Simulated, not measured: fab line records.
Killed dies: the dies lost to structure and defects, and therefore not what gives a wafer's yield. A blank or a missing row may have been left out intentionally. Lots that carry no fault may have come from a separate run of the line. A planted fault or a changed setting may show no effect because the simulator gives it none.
Which tool did it? | flow n5_finfet | 24 lots, 72 wafers sampled, at 6 steps of a route of 1938

== WHAT EACH GAUGE READ, for each wafer ==
The record lacks any reading of a measuring or inspecting step that a usual standard deviation could be used to judge.

== WHICH TOOL RAN EACH LOT (tool, then ch and the chambers of the sampled wafers, then the start) ==
lot  | N5_BEOL_M0_SAQP_PECVD_04        | N5_BEOL_M0_SAQP_ETCH_88            | N5_BEOL_M0_SAQP_STRIP_75           | N5_BEOL_M0_PRE_CLEAN_113     | N5_BEOL_M0_ANNEAL_135        | N5_BEOL_M0_CMP_120
L074 | pecvd-04 ch 0,1, day 5 10:20    | rie_diel-05 ch 0,1,3, day 5 15:00  | rie_diel-03 ch 0,2,3, day 5 15:55  | pvd_sputter-01, day 5 18:17  | pvd_sputter-02, day 5 19:53  | cmp-02 ch 2,3, day 5 20:25
L075 | pecvd-03 ch 0,1, day 5 20:31    | rie_diel-03 ch 0,2, day 6 01:41    | rie_diel-03 ch 0,2, day 6 02:39    | pvd_sputter-03, day 6 10:16  | pvd_sputter-03, day 6 11:19  | cmp-03 ch 0,2,3, day 6 11:57
L076 | pecvd-01 ch 1,2, day 6 00:01    | rie_diel-05 ch 0,1,2, day 6 04:28  | rie_diel-03 ch 0,2,3, day 6 05:22  | pvd_sputter-03, day 6 12:26  | pvd_sputter-03, day 6 13:22  | cmp-02 ch 0,2,3, day 6 14:47
L077 | pecvd-03 ch 0,1,2, day 6 04:08  | rie_diel-05 ch 0,1, day 6 08:57    | rie_diel-01 ch 2,3, day 6 09:50    | pvd_sputter-02, day 6 12:16  | pvd_sputter-02, day 6 13:13  | cmp-03 ch 1,2,3, day 6 14:41
L078 | pecvd-01 ch 0,2, day 6 16:55    | rie_diel-01 ch 0,2,3, day 6 23:29  | rie_diel-03 ch 1,2,3, day 7 00:22  | pvd_sputter-02, day 7 04:58  | pvd_sputter-02, day 7 07:21  | cmp-02 ch 0,1,3, day 7 07:53
L079 | pecvd-03 ch 0,2, day 6 19:32    | rie_diel-03 ch 0,2,3, day 7 01:54  | rie_diel-01 ch 0,1, day 7 02:47    | pvd_sputter-03, day 7 06:52  | pvd_sputter-02, day 7 07:53  | cmp-04 ch 0,1,3, day 7 08:28
L080 | pecvd-01 ch 0,1,2, day 6 23:55  | rie_diel-03 ch 0,2,3, day 7 04:55  | rie_diel-01 ch 1,2,3, day 7 05:47  | pvd_sputter-02, day 7 08:03  | pvd_sputter-03, day 7 09:22  | cmp-04 ch 1,2, day 7 10:08
L081 | pecvd-04 ch 1,2, day 7 03:35    | rie_diel-01 ch 1,2,3, day 7 08:06  | rie_diel-05 ch 0,2,3, day 7 08:59  | pvd_sputter-02, day 7 10:56  | pvd_sputter-02, day 7 13:33  | cmp-03 ch 0,1, day 7 14:05
L082 | pecvd-01 ch 0,1, day 7 10:01    | rie_diel-05 ch 1,2,3, day 7 15:35  | rie_diel-03 ch 1,2,3, day 7 16:37  | pvd_sputter-02, day 7 18:40  | pvd_sputter-02, day 7 19:31  | cmp-02 ch 0,2,3, day 7 20:03
L083 | pecvd-01 ch 0,1,2, day 7 13:52  | rie_diel-01 ch 0,2,3, day 7 19:09  | rie_diel-03 ch 0,1,3, day 7 20:01  | pvd_sputter-02, day 8 01:10  | pvd_sputter-01, day 8 02:07  | cmp-02 ch 0,1,3, day 8 03:31
L084 | pecvd-01 ch 0,1, day 7 23:39    | rie_diel-03 ch 1,2, day 8 04:14    | rie_diel-05 ch 0,2,3, day 8 05:07  | pvd_sputter-01, day 8 06:55  | pvd_sputter-01, day 8 09:19  | cmp-04 ch 1,2, day 8 09:52
L085 | pecvd-01 ch 0,2, day 8 07:11    | rie_diel-05 ch 0,1, day 8 12:28    | rie_diel-01 ch 1,2, day 8 13:24    | pvd_sputter-02, day 8 17:03  | pvd_sputter-03, day 8 19:43  | cmp-04 ch 0,1,3, day 8 20:44
L086 | pecvd-01 ch 0,2, day 8 10:25    | rie_diel-01 ch 1,2, day 8 15:05    | rie_diel-05 ch 0,3, day 8 16:04    | pvd_sputter-03, day 8 20:50  | pvd_sputter-03, day 8 21:58  | cmp-02 ch 1,2,3, day 8 22:30
L087 | pecvd-04 ch 1,2, day 8 16:59    | rie_diel-01 ch 0,1, day 9 00:41    | rie_diel-03 ch 2,3, day 9 01:34    | pvd_sputter-02, day 9 09:52  | pvd_sputter-02, day 9 10:43  | cmp-03 ch 1,2, day 9 11:27
L088 | pecvd-04 ch 0,1, day 9 07:19    | rie_diel-05 ch 0,1,3, day 9 12:15  | rie_diel-03 ch 0,3, day 9 13:18    | pvd_sputter-01, day 9 19:24  | pvd_sputter-03, day 9 20:26  | cmp-04 ch 0,1,3, day 9 21:02
L089 | pecvd-03 ch 0,2, day 9 10:19    | rie_diel-03 ch 0,1,2, day 9 15:06  | rie_diel-03 ch 1,3, day 9 15:59    | pvd_sputter-02, day 9 19:49  | pvd_sputter-03, day 9 21:05  | cmp-03 ch 1,2, day 9 21:37
L090 | pecvd-04 ch 0,1, day 9 14:11    | rie_diel-01 ch 1,2,3, day 9 18:44  | rie_diel-03 ch 0,2,3, day 9 19:39  | pvd_sputter-01, day 10 02:58 | pvd_sputter-03, day 10 04:23 | cmp-04 ch 0,1, day 10 04:58
L091 | pecvd-03 ch 0,1,2, day 9 19:13  | rie_diel-03 ch 1,2, day 10 01:08   | rie_diel-01 ch 1,2,3, day 10 02:07 | pvd_sputter-03, day 10 05:20 | pvd_sputter-02, day 10 06:20 | cmp-02 ch 0,2,3, day 10 06:59
L092 | pecvd-03 ch 1,2, day 9 22:22    | rie_diel-01 ch 1,2, day 10 03:28   | rie_diel-03 ch 0,2,3, day 10 04:28 | pvd_sputter-02, day 10 11:15 | pvd_sputter-02, day 10 13:43 | cmp-03 ch 1,2,3, day 10 14:20
L093 | pecvd-04 ch 0,2, day 10 08:01   | rie_diel-05 ch 0,1, day 10 12:38   | rie_diel-03 ch 0,2,3, day 10 13:30 | pvd_sputter-02, day 10 18:16 | pvd_sputter-02, day 10 20:38 | cmp-02 ch 0,2, day 10 21:19
L094 | pecvd-04 ch 0,2, day 10 14:39   | rie_diel-05 ch 1,2,3, day 10 19:56 | rie_diel-01 ch 0,1,3, day 10 20:48 | pvd_sputter-02, day 10 23:23 | pvd_sputter-01, day 11 00:17 | cmp-04 ch 0,2,3, day 11 00:56
L095 | pecvd-01 ch 0,1,2, day 10 20:59 | rie_diel-03 ch 1,2,3, day 11 01:55 | rie_diel-01 ch 0,2,3, day 11 02:47 | pvd_sputter-03, day 11 07:52 | pvd_sputter-03, day 11 08:49 | cmp-03 ch 0,2,3, day 11 10:00
L096 | pecvd-03 ch 0,2, day 11 02:37   | rie_diel-03 ch 0,2,3, day 11 07:19 | rie_diel-05 ch 0,1, day 11 08:11   | pvd_sputter-03, day 11 12:23 | pvd_sputter-03, day 11 13:10 | cmp-03 ch 0,1,2, day 11 13:46
L097 | pecvd-04 ch 0,1,2, day 11 07:10 | rie_diel-05 ch 0,3, day 11 12:10   | rie_diel-03 ch 0,1,3, day 11 13:02 | pvd_sputter-03, day 11 19:03 | pvd_sputter-03, day 11 20:01 | cmp-02 ch 1,3, day 11 21:00
- N5_BEOL_M0_SAQP_PECVD_04: deposits a-Si from SiH4/He, target thk 60 nm, time 60.2 s.
- N5_BEOL_M0_SAQP_ETCH_88: etches underlayer in N2/H2, target depth 6.5 nm, time 5.2 s.
- N5_BEOL_M0_SAQP_STRIP_75: strips in CF4.
- N5_BEOL_M0_PRE_CLEAN_113: time 30 s.
- N5_BEOL_M0_ANNEAL_135: time 60 s.
- N5_BEOL_M0_CMP_120: polishes, stops on SiOC, t overpolish 6.9 s.

== AS READ BY THE TOOLS THEMSELVES (means over the sampled wafers that have a number; for cases with no such wafer, the mark the record gives instead) ==
N5_BEOL_M0_SAQP_PECVD_04. Usual: heater_power_w 662 W, standard deviation 92; showerhead_plenum_p_Torr 5.67 Torr, standard deviation 0.049; throttle_valve_pct 18.2 %, standard deviation 0.84.
lot  | tool     | heater_power_w (W) | showerhead_plenum_p_Torr (Torr) | throttle_valve_pct (%) | flag
L074 | pecvd-04 | 738                | 5.68                            | 18.0                   |
L075 | pecvd-03 | 594                | 5.75                            | 18.6                   |
L076 | pecvd-01 | 670                | 5.61                            | 17.9                   |
L077 | pecvd-03 | 579                | 5.71                            | 18.0                   |
L078 | pecvd-01 | 652                | 5.62                            | 17.8                   |
L079 | pecvd-03 | 586                | 5.72                            | 17.9                   |
L080 | pecvd-01 | 713                | 5.64                            | 18.7                   |
L081 | pecvd-04 | 779                | 5.69                            | 17.0                   |
L082 | pecvd-01 | 692                | 5.66                            | 19.2                   |
L083 | pecvd-01 | 714                | 5.65                            | 18.6                   |
L084 | pecvd-01 | 761                | 5.66                            | 19.3                   |
L085 | pecvd-01 | 618                | 5.62                            | 18.1                   |
L086 | pecvd-01 | 641                | 5.61                            | 18.2                   |
L087 | pecvd-04 | 758                | 5.69                            | 17.2                   |
L088 | pecvd-04 | 657                | 5.68                            | 18.0                   |
L089 | pecvd-03 | 576                | 5.71                            | 18.0                   |
L090 | pecvd-04 | 682                | 5.68                            | 18.0                   |
L091 | pecvd-03 | 592                | 5.71                            | 18.1                   |
L092 | pecvd-03 | 664                | 5.67                            | 17.9                   |
L093 | pecvd-04 | 610                | 5.69                            | 17.5                   |
L094 | pecvd-04 | 597                | 5.68                            | 18.2                   |
L095 | pecvd-01 | 716                | 5.65                            | 18.8                   |
L096 | pecvd-03 | 594                | 5.72                            | 18.0                   |
L097 | pecvd-04 | 728                | 5.69                            | 17.9                   |

N5_BEOL_M0_SAQP_ETCH_88. Usual: drypump_motor_current_A 5.6 A, standard deviation 0.6; etch_rf_on_time_s 5.17 s, standard deviation 0.085; oes_product_au 0.66 a.u., standard deviation 0.078; rf_vpp_V 524.2 V, standard deviation 3; showerhead_plenum_p_Torr 2.56 Torr, standard deviation 0.1; throttle_valve_pct 17.85 %, standard deviation 0.26.
lot  | tool        | drypump_motor_current_A (A) | etch_rf_on_time_s (s) | oes_product_au (a.u.) | rf_vpp_V (V) | showerhead_plenum_p_Torr (Torr) | throttle_valve_pct (%) | flag
L074 | rie_diel-05 | 5.8                         | 5.11                  | 0.69                  | 523.3        | 2.49                            | 17.90                  |
L075 | rie_diel-03 | 5.3                         | 5.24                  | 0.63                  | 526.4        | 2.64                            | 17.72                  |
L076 | rie_diel-05 | 5.6                         | 5.21                  | 0.66                  | 522.1        | 2.48                            | 17.92                  |
L077 | rie_diel-05 | 5.1                         | 5.12                  | 0.72                  | 522.2        | 2.50                            | 17.81                  |
L078 | rie_diel-01 | 5.7                         | 5.24                  | 0.60                  | 526.1        | 2.63                            | 18.07                  |
L079 | rie_diel-03 | 5.3                         | 5.19                  | 0.64                  | 524.3        | 2.54                            | 17.73                  |
L080 | rie_diel-03 | 5.3                         | 5.22                  | 0.63                  | 522.9        | 2.54                            | 17.73                  |
L081 | rie_diel-01 | 5.7                         | 5.14                  | 0.67                  | 526.2        | 2.65                            | 17.90                  |
L082 | rie_diel-05 | 6.3                         | 5.25                  | 0.62                  | 521.2        | 2.46                            | 18.02                  |
L083 | rie_diel-01 | 5.8                         | 5.17                  | 0.61                  | 525.6        | 2.62                            | 18.06                  |
L084 | rie_diel-03 | 5.2                         | 5.16                  | 0.64                  | 527.4        | 2.65                            | 17.71                  |
L085 | rie_diel-05 | 5.6                         | 5.17                  | 0.64                  | 524.3        | 2.50                            | 18.09                  |
L086 | rie_diel-01 | 6.0                         | 5.12                  | 0.73                  | 527.1        | 2.68                            | 17.81                  |
L087 | rie_diel-01 | 5.9                         | 5.10                  | 0.65                  | 526.2        | 2.64                            | 17.91                  |
L088 | rie_diel-05 | 5.8                         | 5.08                  | 0.74                  | 522.9        | 2.48                            | 17.82                  |
L089 | rie_diel-03 | 5.3                         | 5.28                  | 0.62                  | 526.8        | 2.62                            | 17.78                  |
L090 | rie_diel-01 | 5.7                         | 5.15                  | 0.74                  | 525.6        | 2.65                            | 17.77                  |
L091 | rie_diel-03 | 5.3                         | 5.18                  | 0.63                  | 527.3        | 2.64                            | 17.72                  |
L092 | rie_diel-01 | 6.2                         | 5.13                  | 0.67                  | 526.8        | 2.65                            | 18.08                  |
L093 | rie_diel-05 | 5.6                         | 5.17                  | 0.78                  | 523.2        | 2.50                            | 17.84                  |
L094 | rie_diel-05 | 6.3                         | 5.19                  | 0.68                  | 519.9        | 2.46                            | 17.92                  |
L095 | rie_diel-03 | 5.3                         | 5.19                  | 0.63                  | 523.9        | 2.54                            | 17.73                  |
L096 | rie_diel-03 | 5.2                         | 5.25                  | 0.61                  | 523.7        | 2.53                            | 17.78                  |
L097 | rie_diel-05 | 5.4                         | 5.10                  | 0.70                  | 522.1        | 2.46                            | 17.72                  |

N5_BEOL_M0_SAQP_STRIP_75. Usual: drypump_motor_current_A 5.6 A, standard deviation 0.52; oes_product_au 0.178 a.u., standard deviation 0.017; rf_vpp_V 271.4 V, standard deviation 1.9; showerhead_plenum_p_Torr 1.81 Torr, standard deviation 0.072; throttle_valve_pct 13.55 %, standard deviation 0.19.
lot  | tool        | drypump_motor_current_A (A) | oes_product_au (a.u.) | rf_vpp_V (V) | showerhead_plenum_p_Torr (Torr) | throttle_valve_pct (%) | flag
L074 | rie_diel-03 | 5.2                         | 0.175                 | 271.4        | 1.80                            | 13.49                  |
L075 | rie_diel-03 | 5.3                         | 0.174                 | 273.2        | 1.86                            | 13.52                  |
L076 | rie_diel-03 | 5.2                         | 0.177                 | 270.7        | 1.80                            | 13.51                  |
L077 | rie_diel-01 | 5.9                         | 0.168                 | 272.1        | 1.85                            | 13.79                  |
L078 | rie_diel-03 | 5.3                         | 0.178                 | 270.4        | 1.80                            | 13.47                  |
L079 | rie_diel-01 | 5.9                         | 0.176                 | 273.1        | 1.86                            | 13.65                  |
L080 | rie_diel-01 | 5.6                         | 0.179                 | 273.3        | 1.87                            | 13.61                  |
L081 | rie_diel-05 | 5.9                         | 0.185                 | 269.2        | 1.73                            | 13.52                  |
L082 | rie_diel-03 | 5.3                         | 0.174                 | 271.5        | 1.80                            | 13.49                  |
L083 | rie_diel-03 | 5.3                         | 0.173                 | 271.7        | 1.79                            | 13.50                  |
L084 | rie_diel-05 | 5.9                         | 0.183                 | 269.2        | 1.73                            | 13.54                  |
L085 | rie_diel-01 | 6.1                         | 0.184                 | 272.8        | 1.86                            | 13.70                  |
L086 | rie_diel-05 | 5.4                         | 0.193                 | 270.5        | 1.74                            | 13.42                  |
L087 | rie_diel-03 | 5.1                         | 0.176                 | 270.8        | 1.80                            | 13.52                  |
L088 | rie_diel-03 | 5.2                         | 0.171                 | 270.1        | 1.73                            | 13.53                  |
L089 | rie_diel-03 | 5.4                         | 0.169                 | 270.8        | 1.79                            | 13.49                  |
L090 | rie_diel-03 | 5.3                         | 0.170                 | 270.3        | 1.79                            | 13.56                  |
L091 | rie_diel-01 | 5.7                         | 0.199                 | 271.8        | 1.86                            | 13.47                  |
L092 | rie_diel-03 | 5.2                         | 0.169                 | 271.0        | 1.79                            | 13.56                  |
L093 | rie_diel-03 | 5.2                         | 0.171                 | 270.0        | 1.79                            | 13.57                  |
L094 | rie_diel-01 | 5.6                         | 0.214                 | 271.8        | 1.85                            | 13.27                  |
L095 | rie_diel-01 | 5.7                         | 0.201                 | 271.5        | 1.84                            | 13.48                  |
L096 | rie_diel-05 | 5.1                         | 0.202                 | 269.7        | 1.75                            | 13.37                  |
L097 | rie_diel-03 | 5.3                         | 0.168                 | 270.8        | 1.78                            | 13.56                  |

N5_BEOL_M0_PRE_CLEAN_113. Usual: heater_power_w at 343 W, with a standard deviation of 36.
lot  | tool           | heater_power_w (W) | flag
L074 | pvd_sputter-01 | 351                |
L075 | pvd_sputter-03 | 361                |
L076 | pvd_sputter-03 | 298                |
L077 | pvd_sputter-02 | 349                |
L078 | pvd_sputter-02 | 317                |
L079 | pvd_sputter-03 | 360                |
L080 | pvd_sputter-02 | 353                |
L081 | pvd_sputter-02 | 364                |
L082 | pvd_sputter-02 | 358                |
L083 | pvd_sputter-02 | 330                |
L084 | pvd_sputter-01 | 359                |
L085 | pvd_sputter-02 | 328                |
L086 | pvd_sputter-03 | 343                |
L087 | pvd_sputter-02 | 355                |
L088 | pvd_sputter-01 | 326                |
L089 | pvd_sputter-02 | 372                |
L090 | pvd_sputter-01 | 327                |
L091 | pvd_sputter-03 | 341                |
L092 | pvd_sputter-02 | 368                |
L093 | pvd_sputter-02 | 371                |
L094 | pvd_sputter-02 | 359                |
L095 | pvd_sputter-03 | 315                |
L096 | pvd_sputter-03 | 332                |
L097 | pvd_sputter-03 | 323                |

N5_BEOL_M0_ANNEAL_135. Usual: heater_power_w at 849 W, with a standard deviation of 87.
lot  | tool           | heater_power_w (W) | flag
L074 | pvd_sputter-02 | 793                |
L075 | pvd_sputter-03 | 801                |
L076 | pvd_sputter-03 | 859                |
L077 | pvd_sputter-02 | 898                |
L078 | pvd_sputter-02 | 814                |
L079 | pvd_sputter-02 | 874                |
L080 | pvd_sputter-03 | 913                |
L081 | pvd_sputter-02 | 792                |
L082 | pvd_sputter-02 | 811                |
L083 | pvd_sputter-01 | 813                |
L084 | pvd_sputter-01 | 819                |
L085 | pvd_sputter-03 | 799                |
L086 | pvd_sputter-03 | 808                |
L087 | pvd_sputter-02 | 899                |
L088 | pvd_sputter-03 | 795                |
L089 | pvd_sputter-03 | 874                |
L090 | pvd_sputter-03 | 871                |
L091 | pvd_sputter-02 | 900                |
L092 | pvd_sputter-02 | 794                |
L093 | pvd_sputter-02 | 873                |
L094 | pvd_sputter-01 | 829                |
L095 | pvd_sputter-03 | 817                |
L096 | pvd_sputter-03 | 843                |
L097 | pvd_sputter-03 | 770                |

N5_BEOL_M0_CMP_120. Usual: barrier_field_endpoint_s 3.65 s, standard deviation 0.11; motor_current_A 6.2 A, standard deviation 0.63; overpolish_run_s 6.900 s, standard deviation 0.0089; time_to_endpoint_s 62.9 s, standard deviation 2.5.
lot  | tool   | barrier_field_endpoint_s (s) | motor_current_A (A) | overpolish_run_s (s) | time_to_endpoint_s (s) | flag
L074 | cmp-02 | 3.64                         | 5.7                 | 6.898                | 61.0                   |
L075 | cmp-03 | 3.84                         | 5.9                 | 6.891                | 64.1                   |
L076 | cmp-02 | 3.66                         | 5.9                 | 6.909                | 63.0                   |
L077 | cmp-03 | 3.72                         | 6.2                 | 6.901                | 63.4                   |
L078 | cmp-02 | 3.57                         | 6.0                 | 6.901                | 61.1                   |
L079 | cmp-04 | 3.72                         | 6.6                 | 6.892                | 61.5                   |
L080 | cmp-04 | 3.61                         | 7.4                 | 6.899                | 61.1                   |
L081 | cmp-03 | 3.63                         | 5.9                 | 6.905                | 65.3                   |
L082 | cmp-02 | 3.64                         | 5.9                 | 6.894                | 62.1                   |
L083 | cmp-02 | 3.59                         | 6.1                 | 6.900                | 66.5                   |
L084 | cmp-04 | 3.69                         | 7.6                 | 6.898                | 63.3                   |
L085 | cmp-04 | 3.68                         | 6.6                 | 6.901                | 66.6                   |
L086 | cmp-02 | 3.58                         | 5.9                 | 6.905                | 62.1                   |
L087 | cmp-03 | 3.53                         | 5.8                 | 6.903                | 61.3                   |
L088 | cmp-04 | 3.55                         | 6.5                 | 6.901                | 62.4                   |
L089 | cmp-03 | 3.51                         | 6.0                 | 6.902                | 60.0                   |
L090 | cmp-04 | 3.76                         | 6.5                 | 6.892                | 63.4                   |
L091 | cmp-02 | 3.62                         | 5.9                 | 6.889                | 60.4                   |
L092 | cmp-03 | 3.58                         | 6.1                 | 6.894                | 62.4                   |
L093 | cmp-02 | 3.60                         | 5.7                 | 6.898                | 61.9                   |
L094 | cmp-04 | 3.53                         | 6.5                 | 6.903                | 63.9                   |
L095 | cmp-03 | 3.79                         | 5.9                 | 6.902                | 66.0                   |
L096 | cmp-03 | 3.61                         | 5.9                 | 6.911                | 63.6                   |
L097 | cmp-02 | 3.62                         | 5.7                 | 6.899                | 59.0                   |

== THE ANSWER, worked out from the rows above alone ==
Rule: a lot is off if the mean of its wafers that have a number lies more than 3 standard deviations from the usual mean. Also off: a lot with no number at a reading for which 4 or more lots have one. The other lots that the step has rows for count as sound. Order of review: gauges by route order, followed by the tools' own readings, for which a lot's mean as printed above is used. At the first step where some lot is off, the reading lying furthest off is the one used; lots without a number count as furthest.
No lot is off on any of the readings shown, so nothing can be concluded from this.

== WHAT THE SIMULATOR HAD INSERTED ==
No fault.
